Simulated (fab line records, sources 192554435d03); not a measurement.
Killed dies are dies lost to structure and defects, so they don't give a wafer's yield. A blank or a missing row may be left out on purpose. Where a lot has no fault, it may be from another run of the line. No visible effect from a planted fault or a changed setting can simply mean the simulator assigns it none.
A lot that was struck, set against a sound lot	flow n5 finfet	14 steps out of a route of 1938
Sound: wafers L564.1, L564.3, L564.5. Struck: wafers L553.3, L553.4, L553.5. The cause is given at the end.
Order at every step that has rows: each side's tool, ch and its chambers, its first start. Under that, the readings that differ: sound wafers	struck wafers	difference of the means	sigmas: that difference in standard deviations of wafers without a fault.
alike: readings whose means differ by less than 2 such deviations, and words and numbers that are the same on both sides. not compared: withheld readings, readings that some wafer has no value for, bounds like >300 that may hide the same value, and numbers for which the record gives no deviation and whose values overlap.
A row with sigmas, a row that says differs or no value, or rows on one side alone: a step with any of these is where the two part. Non-overlapping numbers with no deviation appear without sigmas and do not part them. A reading that every wafer of one side lacks parts them only if that side has two wafers or more.

N5_PASSIVATION_PECVD_00: deposits SiO2 from SiH4/N2O, target thk 200 nm, time 11.2 s.
  sound on pecvd-02 ch 0,1,2, day 16 15:34; struck on pecvd-02 ch 0,2, day 13 20:19
  alike: chamber pressure Torr, heater power w, showerhead plenum p Torr, throttle valve pct
  not compared: since wet clean h
N5_MIM_BOT_DEGAS_01: time 60 s.
  struck on pvd sputter-03, day 13 20:40; sound on pvd sputter-01, day 16 16:53
  alike: heater power w
then, 1 step without rows for these wafers: N5_MIM_BOT_SPUTTER_00 (material TiN, target thk 35 nm, time 89.7 s).
N5_MIM_TOP_ALD_00: deposits Al2O3, purge time 3 s, co reactant pulse time 3 s.
  sound on ald hk-03 ch 0,2, day 16 17:01; struck on ald hk-02 ch 0,2,3, day 13 20:48
  alike: precursor pulse height rel
N5_MIM_TOP_ALD_01: deposits HfO2, target thk 5.6 nm, pulse time 1 s, purge time 3 s.
  sound on ald hk-03 ch 0,2; struck on ald hk-02 ch 0,2,3
  alike: precursor pulse height rel
  not compared: since wet clean h
then, 1 step without rows for these wafers: N5_MIM_TOP_ALD_02 (deposits Al2O3, purge time 3 s, co reactant pulse time 3 s).
N5_MIM_TOP_DEGAS_04: time 60 s.
  struck on pvd sputter-01, day 13 23:05; sound on pvd sputter-01, day 16 17:34
  alike: heater power w
then, 5 steps without rows for these wafers: N5_MIM_TOP_SPUTTER_03 (material TiN, target thk 35 nm, time 89.7 s); N5_MIM_TOP_LITHO_HMDS_01 (time 60 s); N5_MIM_TOP_LITHO_COAT_02; N5_MIM_TOP_LITHO_EBR_04; N5_MIM_TOP_LITHO_SOFTBAKE_03 (time 90 s).
N5_MIM_TOP_LITHO_EXPOSE_05: exposes mask MIM TOP, target cd 2000 nm.
  sound on krf scanner-01 ch 0, day 16 17:56; struck on krf scanner-02, day 13 23:29
  no value came back on the struck wafers for exposure dose mJ cm2, focus offset nm (nm), stage vel mm s (mm/s); on the sound wafers exposure dose mJ cm2 reads 20.56 20.58 20.55
  alike: mask
following that, these wafers have no rows for 1 step: N5_MIM_TOP_LITHO_PEB_06.

== WHERE THEY PART ==
Within this record, at N5_MIM_TOP_LITHO_EXPOSE_05 only.

WHY: what had been put in by the simulator
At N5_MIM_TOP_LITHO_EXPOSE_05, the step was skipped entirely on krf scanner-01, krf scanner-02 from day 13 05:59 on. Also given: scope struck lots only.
